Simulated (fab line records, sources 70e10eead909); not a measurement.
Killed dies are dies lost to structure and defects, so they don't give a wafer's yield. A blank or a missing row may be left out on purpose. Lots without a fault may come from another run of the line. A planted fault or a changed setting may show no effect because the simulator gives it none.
A struck lot beside a sound one | flow nand_harc | 14 steps out of a route of 1302
Sound: wafers L951.1, L951.4, L951.6. Struck: wafers L962.1, L962.4, L962.6. The cause comes at the end.
At each step with rows: each side's tool, then ch and its chambers, then its first start. Under that, the readings that differ: sound wafers | struck wafers | difference of the means | sigmas: that difference in standard deviations of wafers without a fault.
alike: readings whose means differ by less than 2 such deviations, and words and numbers that are the same on both sides. not compared: withheld readings, readings that some wafer has no value for, bounds like >300 that may hide the same value, and numbers for which the record gives no deviation and whose values overlap.
The two part at a step that has a row with sigmas, a row that says differs or no value, or rows on one side only. Numbers that don't overlap but have no deviation are shown without sigmas and don't part them. A reading that every wafer of one side lacks parts them only if that side has two wafers or more.

NHARC_A_M0_PRE_CLEAN_29: time 30 s.
  sound on pvd_sputter-01; struck on pvd_sputter-01
  alike: heater_power_w
NHARC_A_M0_PVD_20: deposits TaN, target thk 5 nm, time 8.06 s.
  sound on pvd_sputter-01; struck on pvd_sputter-01
  alike: throttle_valve_pct
then, 2 steps without rows for these wafers: NHARC_A_M0_PVD_21 (deposits Cu, target thk 30 nm, time 20.49 s); NHARC_A_M0_ECD_22 (material Cu, target thk 400 nm).
NHARC_A_M0_ANNEAL_30: time 90 s.
  sound on rtp_anneal-02 ch 0, day 24 00:38; struck on rtp_anneal-02 ch 0, day 29 01:13
  alike: wafer_temp_C_max
then, 1 step without rows for these wafers: NHARC_A_M0_CMP_23 (polishes, t overpolish 20 s, target thk 113.75 nm).
NHARC_A_M0_THK_MEAS_24: measures by xrf.
  sound on film_metro-02, day 24 01:18; struck on film_metro-01, day 29 01:52
  alike: thk_nm
then, 1 step without rows for these wafers: NHARC_A_M0_SRD_25.
NHARC_A_M0_INSPECT_27:
  sound on defect_inspect-01, day 24 01:28; struck on defect_inspect-02, day 29 02:02
  alike: raw_defect_count
NHARC_A_M0_PRE_CLEAN_31: time 12 s.
  sound on pecvd-02 ch 0,2, day 24 01:31; struck on pecvd-04 ch 0,1,2, day 29 02:07
  alike: heater_power_outer_w, heater_power_w
NHARC_A_M0_DEP_32: deposits SiCN, target thk 30 nm.
  sound on pecvd-02 ch 0,2, day 24 01:36; struck on pecvd-04 ch 0,1,2, day 29 02:16
  alike: heater_power_outer_w, heater_power_w, rf_fwd_power_W
NHARC_A_M1_DEP_00: deposits SiOC, target thk 182.5 nm.
  sound on pecvd-04 ch 0,1,2, day 24 02:06; struck on pecvd-03 ch 0,1, day 29 02:38
  reading            | sound             | struck            | difference | sigmas
  rf_fwd_power_W (W) | 600.3 599.3 601.2 | 693.2 691.1 694.3 | +92.6      | +51
then, 1 step without rows for these wafers: NHARC_A_M1_DEHYDRATE_01 (time 120 s).
NHARC_END_SORT_01:
  sound on prober-02 ch 0, day 25 16:15; struck on prober-02 ch 0, day 30 11:51
  reading                  | sound       | struck   | difference | sigmas
  defect_limited_yield (%) | 85 83 82    | 92 93 93 | +9         | +3
  killed_at_array          | 95 109 117  | 50 45 45 | -60        | -3
  killed_dies              | 103 113 121 | 54 46 46 | -64        | -3
  alike: killed_at_other, killed_at_periphery, killed_open, killed_short

WHERE THEY PART
First at NHARC_A_M1_DEP_00; last, within this record, at NHARC_END_SORT_01.

WHY: what the simulator had put in
Process parameter drift: pecvd-03, from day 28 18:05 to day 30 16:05, at NHARC_A_M1_DEP_00. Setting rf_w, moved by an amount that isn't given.
